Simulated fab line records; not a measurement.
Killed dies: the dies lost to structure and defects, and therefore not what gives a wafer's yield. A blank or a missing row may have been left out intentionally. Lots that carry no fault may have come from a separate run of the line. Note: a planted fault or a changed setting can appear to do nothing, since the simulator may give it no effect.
fab line records	flow n5Finfet
record: lots: 9	wafers: 27	lastDay: 17
route steps=1938 shown BEOL_M0_SAQP@651 BEOL_M4@1111 PASSIVATION@1936
lots untouched by any fault: they come from a run of this same line in which no faults occurred
startH: hours from the record's first day to the start of the lot's first wafer shown	waitH: hours elapsed since this lot's preceding step	" same as the row above	L1.1+2: a row that stands for several wafers	- no value, or no start given	* or withheld: withheld	< > ~ a bound
route shown NAME@n: NAME is a module with steps in the file, n the number in the route of the first one	usual: mean/standard deviation taken from wafers without a fault	same: alike in all rows	chamber/n: place in a boat	sites: each site's reading	_std_site: the values' standard deviation	_edge_site: mean of outer sites minus mean of inner sites	radiusMm: for every site, how far away it sits from the centre of the wafer	mask NAME#n: copy n	behind: the most recent tool/chamber to have shaped the wafer	hold: why the lot was held/for how many hours/how that ended	device: names the non-switching transistor (n, p or np)	end of line: tests of these same wafers at the route's end	a step with no rows: only its recipe	killed: dies lost to structure and defects at the first sort, not the wafer's yield	map: dies across one wafer; x = killed, . = not, _ = none there
set.NAME: the setting that was run; set.NAME@STEP: the one run at that earlier step	model.NAME: the simulator's own value behind a step, which no gauge read
one table for each step of the route and one row for each wafer, over a sample of lots
services: the hour from which a tool's chamber was out of use, counted from the record's first day as startH (under 0 if before that day), plus the number of hours and why
== steps ==
step: N5_BEOL_M0_SAQP_INSPECT_16
recipe: mode: adi	inspectInstrument: brightfield
usual: rawDefectCount: 481/130
lot.wafer	tool	chamber	startH	waitH	rawDefectCount
L554.2	defectInspect-01	-	109.71	0.0	373
L554.3	"	-	"	"	272
L554.4	"	-	"	"	318
L557.3	defectInspect-01	-	127.06	0.0	358
L557.4	"	-	"	"	329
L557.6	"	-	"	"	391
L558.1	defectInspect-02	-	132.98	0.0	603
L558.5	"	-	"	"	570
L558.6	"	-	"	"	668
L560.4	defectInspect-01	-	151.96	0.0	386
L560.5	"	-	"	"	595
L560.6	"	-	"	"	386
L564.3	defectInspect-02	-	168.49	0.0	521
L564.4	"	-	"	"	555
L564.5	"	-	"	"	531
L566.2	defectInspect-01	-	179.91	0.0	367
L566.5	"	-	"	"	406
L566.6	"	-	"	"	403
L572.3	defectInspect-01	-	211.54	0.0	378
L572.4	"	-	"	"	449
L572.5	"	-	"	"	380
L573.2	defectInspect-01	-	219.74	0.0	510
L573.4	"	-	"	"	603
L573.5	"	-	"	"	500
L576.1	defectInspect-02	-	239.97	0.0	604
L576.2	"	-	"	"	714
L576.3	"	-	"	"	475
step: N5_BEOL_M0_SAQP_ETCH_84
recipe: chemistry: N2/H2	target: SOC	targetDepthA: 1000	overetchA: 200	maskMaterial: SiARC	tempC: 40	timeS: 150	ionEnergyEv: 200	pressureMtorr: 30	sourceW: 840	biasW: 150	n2FlowSccm: 200	h2FlowSccm: 200
usual: drypumpMotorCurrentA: 5.8/0.46	oesProductAu: 0.71/0.055	rfVppV: 523.7/1.9	showerheadPlenumPTorr: 2.54/0.053	tempC: 39.99/0.12	throttleValvePct: 17.77/0.26
same: timeS: 150
lot.wafer	tool	chamber	startH	waitH	drypumpMotorCurrentA	oesProductAu	rfHoursCounterH	rfVppV	showerheadPlenumPTorr	tempC	throttleValvePct
L554.2	rieDiel-05	1	110.04	0.0	5.7	0.67	136	527.6	2.63	40.11	17.50
L554.3	"	3	"	"	6.4	0.74	68	522.9	2.49	39.99	18.15
L554.4	"	2	"	"	5.9	0.75	73	525.3	2.56	39.82	17.40
L557.3	rieDiel-03	3	127.18	0.0	6.7	0.74	72	523.8	2.58	39.91	17.64
L557.4	"	0	"	"	5.3	0.76	63	521.5	2.48	40.09	17.78
L557.6	"	0	"	"	5.3	0.76	-	521.3	2.48	40.18	17.77
L558.1	rieDiel-02	0	133.10	0.0	5.4	0.80	34	520.9	2.51	40.08	17.44
L558.5	"	2	"	"	6.4	0.66	-	523.3	2.53	39.92	17.83
L558.6	"	1	"	"	5.7	0.73	-	522.6	2.46	39.82	17.77
L560.4	rieDiel-02	0	152.07	0.0	5.4	0.79	39	523.4	2.51	40.15	17.45
L560.5	"	1	"	"	5.7	0.73	-	522.0	2.46	40.07	17.77
L560.6	"	0	"	"	5.4	0.80	-	521.4	2.51	40.10	17.45
L564.3	rieDiel-02	0	168.89	0.0	5.4	0.79	44	521.0	2.51	39.97	17.46
L564.4	"	2	"	"	6.5	0.65	160	524.0	2.52	39.90	17.85
L564.5	"	2	"	"	6.4	0.65	-	522.6	2.52	40.06	17.84
L566.2	rieDiel-03	2	180.03	0.0	5.8	0.62	232	525.6	2.60	40.07	17.84
L566.5	"	1	"	"	4.8	0.81	-	525.7	2.61	40.02	17.63
L566.6	"	2	"	"	5.8	0.63	-	525.9	2.60	40.04	17.86
L572.3	rieDiel-05	2	211.66	0.0	5.9	0.72	109	524.7	2.54	39.98	17.47
L572.4	"	1	"	"	5.7	0.65	171	526.6	2.61	39.93	17.56
L572.5	"	3	"	"	6.4	0.72	-	521.8	2.48	40.06	18.19
L573.2	rieDiel-02	2	219.86	0.0	6.5	0.64	174	523.9	2.52	39.82	17.87
L573.4	"	1	"	"	5.7	0.71	103	521.5	2.45	40.00	17.79
L573.5	"	3	"	"	5.4	0.66	-	523.7	2.56	40.11	18.25
L576.1	rieDiel-03	0	240.09	0.0	5.3	0.73	96	522.7	2.47	39.89	17.83
L576.2	"	3	"	"	6.7	0.71	106	523.4	2.56	39.94	17.70
L576.3	"	1	"	"	4.8	0.78	34	523.5	2.60	39.75	17.66
step: N5_BEOL_M0_SAQP_MANDREL_ETCH_20
recipe: targetDepthA: 600	chemistry: HBr/Cl2	target: a-Si	stopOn: SiNx	btTimeS: 10	maskMaterial: SOC	overEtchFrac: 0.5	timeS: 30	pressureMtorr: 10	icpW: 800	biasW: 75	HBr_flow_sccm: 150	Cl2_flow_sccm: 80	ends: endPoint
usual: HBr_flow_sccm: 149.9/0.43	drypumpMotorCurrentA: 5.6/0.45	oesProductAu: 0.775/0.013	overEtchFrac: 0.5/0	throttleValvePct: 35.2/0.34
lot.wafer	tool	chamber	startH	waitH	HBr_flow_sccm	drypumpMotorCurrentA	oesProductAu	overEtchFrac	rfHoursCounterH	throttleValvePct
L554.2	rieSi-02	2	110.23	0.0	149.4	5.6	0.770	0.5	83	34.8
L554.3	"	1	"	"	149.9	5.2	0.779	0.5	26	35.0
L554.4	"	3	"	"	150.4	5.3	0.793	0.5	135	34.8
L557.3	rieSi-01	3	127.37	0.0	150.0	6.3	0.769	0.5	67	35.6
L557.4	"	0	"	"	150.0	5.7	0.768	0.5	3	34.7
L557.6	"	1	"	"	149.5	6.3	0.809	0.5	-	35.1
L558.1	rieSi-02	3	133.29	0.0	150.0	5.3	0.783	0.5	135	34.8
L558.5	"	1	"	"	150.3	5.1	0.789	0.5	-	35.0
L558.6	"	0	"	"	150.1	5.2	0.779	0.5	-	35.6
L560.4	rieSi-02	3	152.26	0.0	149.8	5.3	0.792	0.5	135	34.8
L560.5	"	2	"	"	150.2	5.6	0.773	0.5	-	34.8
L560.6	"	3	"	"	149.4	5.3	0.793	0.5	-	34.8
L564.3	rieSi-05	3	169.08	0.0	150.1	5.8	0.763	0.5	5	35.2
L564.4	"	1	"	"	149.8	5.2	0.765	0.5	80	35.1
L564.5	"	3	"	"	150.0	5.8	0.764	0.5	-	35.1
L566.2	rieSi-05	1	180.22	0.0	150.4	5.2	0.772	0.5	80	35.1
L566.5	"	3	"	"	149.3	5.8	0.665	0.97673	-	35.3
L566.6	"	0	"	"	150.2	5.7	0.771	0.5	-	35.4
L572.3	rieSi-01	3	211.85	0.0	150.0	6.3	0.772	0.5	68	35.6
L572.4	"	0	"	"	150.0	5.7	0.778	0.5	5	34.7
L572.5	"	3	"	"	150.4	6.3	0.768	0.5	-	35.6
L573.2	rieSi-01	1	220.05	0.0	149.6	6.3	0.791	0.5	163	35.2
L573.4	"	2	"	"	150.0	5.0	0.763	0.5	153	35.3
L573.5	"	0	"	"	150.2	5.7	0.780	0.5	-	34.7
L576.1	rieSi-02	3	240.28	0.0	150.0	5.3	0.774	0.5	137	34.9
L576.2	"	2	"	"	149.6	5.6	0.788	0.5	86	34.8
L576.3	"	0	"	"	150.2	5.2	0.773	0.5	27	35.7
step: N5_BEOL_M0_SAQP_CD_MEAS_25
recipe: targetCdNm: 13.1	landingEnergyEv: 1000	detector: seInlens
usual: cdNm: 12.75/0.26
lot.wafer	tool	chamber	startH	waitH	cdNm
L554.2	cdSem-01	0	111.72	0.1	12.60
L554.3	"	0	"	"	12.95
L554.4	"	0	"	"	13.27
L557.3	cdSem-01	0	128.66	0.1	12.88
L557.4	"	0	"	"	12.98
L557.6	"	0	"	"	12.57
L558.1	cdSem-01	0	134.57	0.1	12.53
L558.5	"	0	"	"	12.94
L558.6	"	0	"	"	12.55
L560.4	cdSem-01	0	153.95	0.1	13.18
L560.5	"	0	"	"	12.82
L560.6	"	0	"	"	12.39
L564.3	cdSem-02	0	170.51	0.1	13.12
L564.4	"	0	"	"	13.18
L564.5	"	0	"	"	12.76
L566.2	cdSem-03	0	184.38	0.1	12.52
L566.5	"	0	"	"	12.24
L566.6	"	0	"	"	12.68
L572.3	cdSem-01	0	213.14	0.1	12.55
L572.4	"	0	"	"	12.60
L572.5	"	0	"	"	12.93
L573.2	cdSem-02	0	221.38	0.1	12.42
L573.4	"	0	"	"	12.99
L573.5	"	0	"	"	12.53
L576.1	cdSem-02	0	242.72	0.1	13.34
L576.2	"	0	"	"	12.39
L576.3	"	0	"	"	12.67
step: N5_BEOL_M4_RC_MEAS_101
usual: DIBL_N: 36.0/2.2	DIBL_P: 35.9/2.6	IOFF_N: 0.16/0.038	IOFF_P: 0.21/0.042	ION_N: 675/15	ION_P: 463/10	SS_N: 71.5/0.62	SS_P: 73.2/0.76	VT_N: 250/4.1	VT_P: -251/3.6
lot.wafer	tool	chamber	startH	waitH	DIBL_N[mV/V]	DIBL_P[mV/V]	IOFF_N[nA/um]	IOFF_P[nA/um]	ION_N[uA/um]	ION_P[uA/um]	SS_N[mV/dec]	SS_P[mV/dec]	VT_N[mV]	VT_P[mV]
L554.2	prober-01	0	164.69	0.2	35.0	34.6	0.13	0.20	672	464	71.2	72.7	250	-250
L554.3	"	0	"	"	32.8	32.3	0.11	0.17	658	457	70.6	72.4	256	-251
L554.4	"	0	"	"	33.8	32.1	0.12	0.16	665	461	71.6	72.1	254	-251
L558.1	prober-01	0	192.73	0.0	32.4	31.1	0.10	0.14	662	457	71.0	72.7	259	-258
L558.5	"	0	"	"	32.1	31.3	0.10	0.14	648	454	70.5	72.4	260	-257
L558.6	"	0	"	"	34.7	33.8	0.13	0.18	674	465	71.4	74.1	255	-251
L557.3	prober-02	0	194.41	0.3	33.3	33.6	0.12	0.15	657	446	70.9	73.0	253	-255
L557.4	"	0	"	"	36.6	37.5	0.17	0.20	680	458	72.6	73.8	247	-251
L557.6	"	0	"	"	34.8	34.4	0.14	0.15	656	444	71.8	73.3	251	-255
L560.4	prober-01	0	211.21	0.5	43.9	43.5	0.29	0.34	693	471	72.5	75.3	245	-245
L560.5	"	0	"	"	41.1	40.2	0.22	0.26	687	469	72.6	74.2	243	-247
L560.6	"	0	"	"	37.2	35.3	0.14	0.19	684	467	71.3	73.0	252	-255
L564.3	prober-01	0	227.78	0.3	32.1	32.0	0.11	0.13	679	457	70.8	71.7	251	-258
L564.4	"	0	"	"	37.1	37.1	0.16	0.19	687	463	72.5	72.6	250	-254
L564.5	"	0	"	"	35.9	37.0	0.15	0.20	676	453	71.3	72.6	247	-252
L566.2	prober-01	0	247.44	0.2	35.2	36.6	0.15	0.20	673	460	71.2	72.6	249	-249
L566.5	"	0	"	"	34.9	34.8	0.14	0.18	681	466	71.4	72.5	250	-250
L566.6	"	0	"	"	35.5	36.6	0.15	0.20	666	456	71.6	73.4	246	-254
L572.3	prober-02	0	264.25	0.3	38.2	34.2	0.15	0.19	658	452	71.8	73.3	253	-253
L572.4	"	0	"	"	38.3	37.3	0.17	0.23	691	473	71.6	73.5	245	-251
L572.5	"	0	"	"	37.3	36.2	0.16	0.22	687	474	71.0	73.4	248	-249
L573.2	prober-02	0	281.27	0.2	38.6	39.0	0.18	0.23	675	464	71.9	73.4	249	-250
L573.4	"	0	"	"	39.9	42.4	0.22	0.29	696	482	72.1	73.9	245	-248
L573.5	"	0	"	"	38.5	39.0	0.20	0.25	689	472	71.6	73.0	246	-250
L576.1	prober-01	0	306.25	0.0	37.4	40.0	0.21	0.26	678	458	71.8	74.5	242	-250
L576.2	"	0	"	"	33.0	33.5	0.14	0.17	679	467	71.5	72.5	249	-254
L576.3	"	0	"	"	37.6	40.5	0.22	0.25	692	470	72.9	74.6	244	-249
step: N5_PASSIVATION_PROBE_49
usual: defectLimitedYield: 91.4/1.6	killed_at_M0_to_M3: 35/10	killed_at_M4_up: 12/4.7	killedAtContacts: 12/5.8	killedAtFrontEnd: 38/12	killedAtOther: 4/3.2	killedDies: 102/18	killedOnRim: 13/4.2	killedOpen: 68/14	killedShort: 32/8	sort_bin_4_leakage: 0.00/0.043	sort_bin_5_function: 5.1/0.96	sort_bin_6_memory: 3.2/0.77	sort_bin_8_speed: 0.1/0.39	sortNPass: 1078/20	sortYieldPct: 91.3/1.7
same: grossDies: 1180	killedAtBackSide: 0
lot.wafer	tool	chamber	startH	waitH	defectLimitedYield[%]	killed_at_M0_to_M3	killed_at_M4_up	killedAtContacts	killedAtFrontEnd	killedAtOther	killedDies	killedOnRim	killedOpen	killedShort	sort_bin_4_leakage[%]	sort_bin_5_function[%]	sort_bin_6_memory[%]	sort_bin_8_speed[%]	sortNPass	sortYieldPct[%]
L554.2	prober-01	-	264.12	0.1	92.4	37	7	6	35	5	90	10	67	22	0	4.3	3.2	0	1090	92.4
L554.3	prober-01	-	264.17	0.1	94.2	22	5	2	35	4	68	9	40	28	0	3.5	2.1	0	1112	94.2
L554.4	prober-01	-	264.22	0.2	92.1	34	14	16	28	1	93	10	66	26	0	4.4	3.3	0	1087	92.1
L558.1	prober-01	-	291.88	0.0	88.8	38	20	9	64	1	132	15	86	46	0	5.8	5.0	0	1048	88.8
L558.5	prober-01	-	292.08	0.2	88.6	38	18	17	60	1	134	17	96	38	0	6.6	4.2	0	1046	88.6
L558.6	prober-01	-	292.13	0.3	89.0	41	18	16	50	5	130	14	75	55	0	5.8	4.4	0	1050	89.0
L557.3	prober-02	-	298.86	0.1	90.6	43	16	13	33	6	111	12	72	37	0	5.9	3.4	0	1069	90.6
L557.4	prober-02	-	298.91	0.2	91.1	33	21	12	30	9	105	12	66	37	0	5.4	3.0	0	1075	91.1
L557.6	prober-02	-	299.01	0.3	92.0	27	11	9	43	4	94	9	55	35	0	4.9	2.9	0.2	1084	91.9
L560.4	prober-02	-	319.83	0.2	91.9	45	9	11	28	2	95	12	57	37	0.51	4.5	3.3	0	1079	91.4
L560.5	prober-02	-	319.88	0.2	92.5	47	6	10	24	1	88	11	60	27	0	4.7	2.7	0	1092	92.5
L560.6	prober-02	-	319.93	0.3	92.9	30	7	7	35	5	84	13	52	22	0	4.1	2.1	0	1096	92.9
L564.3	prober-02	-	337.05	0.1	92.7	36	10	5	31	4	86	8	48	36	0	5.2	1.9	0	1094	92.7
L564.4	prober-02	-	337.10	0.2	91.0	40	17	6	40	3	106	16	70	34	0	4.4	4.1	0	1074	91.0
L564.5	prober-02	-	337.15	0.2	92.4	31	13	10	34	2	90	14	57	33	0	4.3	3.1	0	1090	92.4
L566.2	prober-02	-	358.40	0.1	90.9	56	15	9	21	6	107	20	70	34	0	5.0	3.4	0	1073	90.9
L566.5	prober-02	-	358.55	0.2	90.5	37	23	13	35	4	112	18	80	31	0	6.9	2.5	0	1068	90.5
L566.6	prober-02	-	358.60	0.3	89.8	34	15	14	52	5	120	19	76	44	0	6.3	3.7	0	1060	89.8
L572.3	prober-01	-	371.09	0.1	90.2	32	7	32	41	4	116	16	83	30	0	6.4	3.3	0	1064	90.2
L572.4	prober-01	-	371.14	0.2	93.1	31	16	15	15	5	82	9	63	17	0	4.9	2.0	0	1098	93.1
L572.5	prober-01	-	371.19	0.2	91.3	28	21	18	31	5	103	18	75	28	0	4.9	3.4	0	1077	91.3
L573.2	prober-02	-	391.10	0.7	90.7	36	16	9	44	5	110	12	67	42	0	5.9	3.2	0	1070	90.7
L573.4	prober-02	-	391.20	0.8	91.5	31	13	13	36	7	100	10	62	37	0	4.9	3.1	0	1080	91.5
L573.5	prober-02	-	391.25	0.8	93.3	16	17	9	31	6	79	15	48	31	0	3.6	2.7	0	1101	93.3
L576.1	prober-01	-	408.40	0.0	93.4	20	10	13	29	6	78	11	44	30	0	4.1	2.1	0	1102	93.4
L576.2	prober-01	-	408.45	0.1	94.0	16	11	15	23	6	71	10	42	29	0	3.4	2.1	0	1109	94.0
L576.3	prober-01	-	408.50	0.1	93.9	18	11	5	38	0	72	8	50	22	0	3.1	2.9	0	1108	93.9
killed by level:class
L554.2 STI_FIN_REVEAL:geometricParticle:open=11 BEOL_M0_SAQP:geometricParticle:open=9 BEOL_M2:geometricParticle:open=8 DUMMY_GATE:geometricParticle:open=8 BEOL_M1:geometricParticle:open=8 FIN_SAQP:geometricParticle:open=5 MOL_CONTACT_COAG:geometricParticle:open=5 BEOL_M0_SAQP:geometricParticle:short=5
L554.3 STI_FIN_REVEAL:geometricParticle:open=10 FIN_SAQP:geometricParticle:short=8 BEOL_M0_SAQP:geometricParticle:short=5 DUMMY_GATE:geometricParticle:open=4 BEOL_M2:geometricParticle:open=4 FIN_SAQP:geometricParticle:open=3 BEOL_M1:geometricParticle:open=3 STARTING-WAFER:geometricParticle:short=3
L554.4 MOL_CONTACT_COAG:geometricParticle:open=12 STI_FIN_REVEAL:geometricParticle:open=10 BEOL_M2:geometricParticle:open=9 BEOL_M0_SAQP:geometricParticle:open=7 BEOL_M4:geometricParticle:open=5 MOL_CONTACT_COAG:geometricParticle:short=4 BEOL_M0_SAQP:geometricParticle:short=4 BEOL_M1:geometricParticle:open=4
L558.1 FIN_SAQP:geometricParticle:open=15 BEOL_M0_SAQP:geometricParticle:open=14 BEOL_M4:geometricParticle:open=14 STI_FIN_REVEAL:geometricParticle:open=13 FIN_SAQP:geometricParticle:short=10 BEOL_M0_SAQP:geometricParticle:short=9 GATE_CUT:geometricParticle:short=7 MOL_CONTACT_COAG:geometricParticle:open=7
L558.5 FIN_SAQP:geometricParticle:open=18 DUMMY_GATE:geometricParticle:open=12 MOL_CONTACT_COAG:geometricParticle:open=12 BEOL_M0_SAQP:geometricParticle:short=11 BEOL_M0_SAQP:geometricParticle:open=11 BEOL_M4:geometricParticle:open=10 FIN_SAQP:geometricParticle:short=9 STI_FIN_REVEAL:geometricParticle:open=9
L558.6 BEOL_M0_SAQP:geometricParticle:short=14 FIN_SAQP:geometricParticle:open=11 BEOL_M0_SAQP:geometricParticle:open=11 MOL_CONTACT_COAG:geometricParticle:open=9 FIN_SAQP:geometricParticle:short=8 MOL_CONTACT_COAG:geometricParticle:short=7 BEOL_M4:geometricParticle:open=7 BEOL_M1:geometricParticle:open=6
L557.3 BEOL_M2:geometricParticle:open=18 BEOL_M1:geometricParticle:open=11 MOL_CONTACT_COAG:geometricParticle:open=9 FIN_SAQP:geometricParticle:short=8 STI_FIN_REVEAL:geometricParticle:open=6 DUMMY_GATE:geometricParticle:open=6 BEOL_M4:geometricParticle:open=6 FIN_SAQP:geometricParticle:open=5
L557.4 BEOL_M4:geometricParticle:open=15 FIN_SAQP:geometricParticle:open=10 MOL_CONTACT_COAG:geometricParticle:open=10 BEOL_M2:geometricParticle:short=7 BEOL_M1:geometricParticle:open=6 BEOL_M3:geometricParticle:open=6 BEOL_M2:geometricParticle:open=5 FIN_SAQP:geometricParticle:short=4
L557.6 FIN_SAQP:geometricParticle:open=14 BEOL_M1:geometricParticle:open=11 FIN_SAQP:geometricParticle:short=9 MOL_CONTACT_COAG:geometricParticle:open=5 STI_FIN_REVEAL:geometricParticle:open=4 MOL_CONTACT_COAG:geometricParticle:short=4 DUMMY_GATE:geometricParticle:open=3 GATE_CUT:geometricParticle:short=3
L560.4 FIN_SAQP:geometricParticle:short=13 MOL_CONTACT_COAG:geometricParticle:open=9 BEOL_M0_SAQP:geometricParticle:open=8 BEOL_M2:geometricParticle:open=8 BEOL_M3:geometricParticle:open=7 BEOL_M0_SAQP:geometricParticle:short=6 BEOL_M1:geometricParticle:open=6 BEOL_M4:geometricParticle:open=5
L560.5 BEOL_M0_SAQP:geometricParticle:open=15 BEOL_M0_SAQP:geometricParticle:short=10 BEOL_M3:geometricParticle:open=7 STI_FIN_REVEAL:geometricParticle:open=6 MOL_CONTACT_COAG:geometricParticle:open=6 BEOL_M0:geometricParticle:open=6 BEOL_M2:geometricParticle:open=5 MOL_CONTACT_COAG:geometricParticle:short=4
L560.6 BEOL_M0_SAQP:geometricParticle:open=9 HKMG_FIN:areaEtch=9 MOL_CONTACT_COAG:geometricParticle:open=7 BEOL_M3:geometricParticle:open=7 DUMMY_GATE:geometricParticle:open=6 STI_FIN_REVEAL:geometricParticle:open=4 BEOL_M2:geometricParticle:open=4 FIN_SAQP:geometricParticle:short=3
L564.3 BEOL_M0_SAQP:geometricParticle:short=11 BEOL_M1:geometricParticle:open=8 BEOL_M0_SAQP:geometricParticle:open=8 FIN_SAQP:geometricParticle:short=4 DUMMY_GATE:geometricParticle:open=4 GATE_CUT:geometricParticle:short=4 MOL_CONTACT_COAG:geometricParticle:open=4 BEOL_M4:geometricParticle:open=4
L564.4 BEOL_M0_SAQP:geometricParticle:open=12 BEOL_M4:geometricParticle:open=11 BEOL_M1:geometricParticle:open=9 DUMMY_GATE:geometricParticle:open=6 BEOL_M0_SAQP:geometricParticle:short=6 BEOL_M3:geometricParticle:open=6 FIN_SAQP:geometricParticle:short=5 FIN_SAQP:geometricParticle:open=5
L564.5 FIN_SAQP:geometricParticle:short=14 BEOL_M1:geometricParticle:open=11 BEOL_M4:geometricParticle:open=8 FIN_SAQP:geometricParticle:open=6 MOL_CONTACT_COAG:geometricParticle:open=6 BEOL_M0_SAQP:geometricParticle:open=6 BEOL_M2:geometricParticle:short=5 MOL_CONTACT_COAG:geometricParticle:short=4
L566.2 BEOL_M2:geometricParticle:open=16 MOL_CONTACT_COAG:geometricParticle:open=8 BEOL_M3:geometricParticle:short=8 BEOL_M0_SAQP:geometricParticle:open=7 BEOL_M3:geometricParticle:open=7 BEOL_M4:geometricParticle:open=7 STI_FIN_REVEAL:geometricParticle:open=6 BEOL_M0_SAQP:geometricParticle:short=6
L566.5 MOL_CONTACT_COAG:geometricParticle:open=12 BEOL_M4:geometricParticle:open=11 STI_FIN_REVEAL:geometricParticle:open=10 BEOL_M0_SAQP:geometricParticle:open=10 BEOL_M2:geometricParticle:open=9 FIN_SAQP:geometricParticle:open=6 FIN_SAQP:geometricParticle:short=5 BEOL_M1:geometricParticle:open=5
L566.6 FIN_SAQP:geometricParticle:open=20 MOL_CONTACT_COAG:geometricParticle:open=13 FIN_SAQP:geometricParticle:short=11 BEOL_M0_SAQP:geometricParticle:short=9 BEOL_M2:geometricParticle:open=7 BEOL_M4:geometricParticle:open=6 BEOL_M0_SAQP:geometricParticle:open=5 BEOL_M3:geometricParticle:short=5
L572.3 MOL_CONTACT_COAG:geometricParticle:open=25 STI_FIN_REVEAL:geometricParticle:open=15 BEOL_M3:geometricParticle:open=8 BEOL_M3:geometricParticle:short=7 BEOL_M0_SAQP:geometricParticle:open=6 MOL_CONTACT_COAG:geometricParticle:short=5 FIN_SAQP:geometricParticle:short=4 DUMMY_GATE:geometricParticle:open=4
L572.4 MOL_CONTACT_COAG:geometricParticle:open=11 BEOL_M3:geometricParticle:open=10 BEOL_M0_SAQP:geometricParticle:open=7 BEOL_M2:geometricParticle:open=6 BEOL_M8:geometricParticle:open=5 GATE_CUT:geometricParticle:open=3 MOL_CONTACT_COAG:geometricParticle:short=3 BEOL_M3:geometricParticle:short=3
L572.5 MOL_CONTACT_COAG:geometricParticle:open=18 BEOL_M0_SAQP:geometricParticle:open=11 STI_FIN_REVEAL:geometricParticle:open=11 BEOL_M0_SAQP:geometricParticle:short=6 BEOL_M3:geometricParticle:open=6 BEOL_M4:geometricParticle:open=6 FIN_SAQP:geometricParticle:open=4 FIN_SAQP:geometricParticle:short=4
L573.2 STI_FIN_REVEAL:geometricParticle:open=13 BEOL_M0_SAQP:geometricParticle:short=11 MOL_CONTACT_COAG:geometricParticle:open=9 BEOL_M3:geometricParticle:open=9 BEOL_M0_SAQP:geometricParticle:open=7 STARTING-WAFER:geometricParticle:short=7 FIN_SAQP:geometricParticle:open=5 BEOL_M4:geometricParticle:open=5
L573.4 MOL_CONTACT_COAG:geometricParticle:open=10 BEOL_M1:geometricParticle:open=8 BEOL_M3:geometricParticle:open=8 FIN_SAQP:geometricParticle:open=6 GATE_CUT:geometricParticle:short=5 BEOL_M1:geometricParticle:short=5 DUMMY_GATE:geometricParticle:open=4 BEOL_M0_SAQP:geometricParticle:open=4
L573.5 FIN_SAQP:geometricParticle:short=5 MOL_CONTACT_COAG:geometricParticle:short=5 BEOL_M0_SAQP:geometricParticle:short=5 BEOL_M1:geometricParticle:open=5 FIN_SAQP:geometricParticle:open=4 STI_FIN_REVEAL:geometricParticle:open=4 MOL_CONTACT_COAG:geometricParticle:open=4 BEOL_M7:geometricParticle:open=4
L576.1 MOL_CONTACT_COAG:geometricParticle:open=10 BEOL_M3:geometricParticle:open=8 FIN_SAQP:geometricParticle:short=7 STI_FIN_REVEAL:geometricParticle:open=7 BEOL_M0_SAQP:geometricParticle:short=6 HKMG_FIN:areaEtch=4 MOL_CONTACT_COAG:geometricParticle:short=3 BEOL_M4:geometricParticle:open=3
L576.2 MOL_CONTACT_COAG:geometricParticle:open=11 FIN_SAQP:geometricParticle:short=8 BEOL_M4:geometricParticle:open=7 BEOL_M2:geometricParticle:short=5 MOL_CONTACT_COAG:geometricParticle:short=4 FIN_SAQP:geometricParticle:open=3 STI_FIN_REVEAL:geometricParticle:open=3 BEOL_M3:geometricParticle:open=3
L576.3 FIN_SAQP:geometricParticle:open=10 STI_FIN_REVEAL:geometricParticle:open=7 FIN_SAQP:geometricParticle:short=6 BEOL_M2:geometricParticle:open=6 MOL_CONTACT_COAG:geometricParticle:open=5 STARTING-WAFER:geometricParticle:short=4 BEOL_M3:geometricParticle:open=4 STARTING-WAFER:geometricParticle:open=4
== services ==
tool	chamber	startH	hours	kind
rieDiel-02	-	89.59	0.7	repair
rieSi-02	0	95.08	3.3	repair
rieDiel-02	2	95.78	4.7	repair
rieDiel-02	3	97.68	4.5	repair
rieSi-05	2	106.40	1.9	repair
rieDiel-03	1	109.14	-	clean
rieDiel-03	1	109.14	-	consumableReplace:focusRing
rieDiel-03	1	109.14	17.6	scheduledDown
rieDiel-03	1	109.14	17.6	ventCycle
rieDiel-02	3	119.31	7.9	repair
rieDiel-05	-	122.19	0.2	repair
rieDiel-05	3	129.67	16.7	repair
rieDiel-05	-	159.80	1.1	repair
rieDiel-03	2	189.48	14.7	repair
== key ==
firstSign: step: N5_BEOL_M0_SAQP_MANDREL_ETCH_20	reading: overEtchFrac	direction: up	sigmas: 99+	usual: 0.5	struck: 0.97673
effect: step: N5_BEOL_M0_SAQP_MANDREL_ETCH_20	reading: oesProductAu	direction: down	sigmas: 8.4	usual: 0.775	struck: 0.665
metAt N5_BEOL_M0_SAQP_MANDREL_ETCH_20
struckLots L566
struckWafers L566.5
notActingAt N5_BEOL_M0_SAQP_INSPECT_16,N5_BEOL_M0_SAQP_ETCH_84,N5_BEOL_M0_SAQP_CD_MEAS_25
onsetBetween 169.08 180.22
fault: kind: processParameterDrift	tool: rieSi-05	chamber: 3	onsetH: 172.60	steps: N5_BEOL_M0_SAQP_MANDREL_ETCH_20	channel: overEtchFrac	offset: 0.47673	shape: step	endH: 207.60	actsIn: theseRecipesOnly	stated: 0.5
